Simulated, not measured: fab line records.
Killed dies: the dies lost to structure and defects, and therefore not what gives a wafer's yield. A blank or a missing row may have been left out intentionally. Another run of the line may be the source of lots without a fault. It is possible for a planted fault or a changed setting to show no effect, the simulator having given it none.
Chamber matching :: flow nand-harc :: 4 sister chambers for NHARC_P_M1_ETCH_35 on rie-diel-01
The step etches the open film in N2/H2, target depth 40 nm, overetch 12 nm, time 43.94 s. 4 wafers are shown with their chamber, then 7 later ones without.

== WAFERS, EACH WITH ITS CHAMBER ==
wafer: L085.4
chamber: 2
rf-vpp-V (V): 431.1

wafer: L085.6
chamber: 0
rf-vpp-V (V): 430.5

wafer: L086.2
chamber: 3
rf-vpp-V (V): 431.4

wafer: L086.4
chamber: 1
rf-vpp-V (V): 425.3

== WAFERS MISSING THEIR CHAMBER ==
wafer: L086.6
rf-vpp-V (V): 430.6

wafer: L089.2
rf-vpp-V (V): 426.5

wafer: L089.3
rf-vpp-V (V): 430.7

wafer: L089.6
rf-vpp-V (V): 431.7

wafer: L096.2
rf-vpp-V (V): 430.8

wafer: L096.5
rf-vpp-V (V): 431.3

wafer: L096.6
rf-vpp-V (V): 426.4

== CHAMBER TAKEN BY EACH ==
wafer: L086.6
from the rows above: can't be placed: 0 or 2 or 3
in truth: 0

wafer: L089.2
from the rows above: 1
in truth: 1

wafer: L089.3
from the rows above: can't be placed: 0 or 2 or 3
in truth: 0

wafer: L089.6
from the rows above: can't be placed: 3 or 2 or 0
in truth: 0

wafer: L096.2
from the rows above: can't be placed: 0 or 2 or 3
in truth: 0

wafer: L096.5
from the rows above: can't be placed: 3 or 2 or 0
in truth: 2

wafer: L096.6
from the rows above: 1
in truth: 1
Placed correctly: 2 of 7. From these rows, 5 cannot be placed; in 5 the true chamber is one of the candidates. Wrongly placed: 0.
How it was worked out, from the rows above alone: a wafer's distance from a chamber is the root of the sum, over the readings, of the square of ((its reading less the chamber's mean) divided by the reading's scatter). The wafer belongs to the nearest chamber; if the next one is less than 2 further off, it can't be placed. The mean given for a chamber averages the wafers shown for that chamber. The scatter (one wafer shown for each chamber): square how far every hidden wafer sits from the nearest shown wafer, average those squares and take the square root.
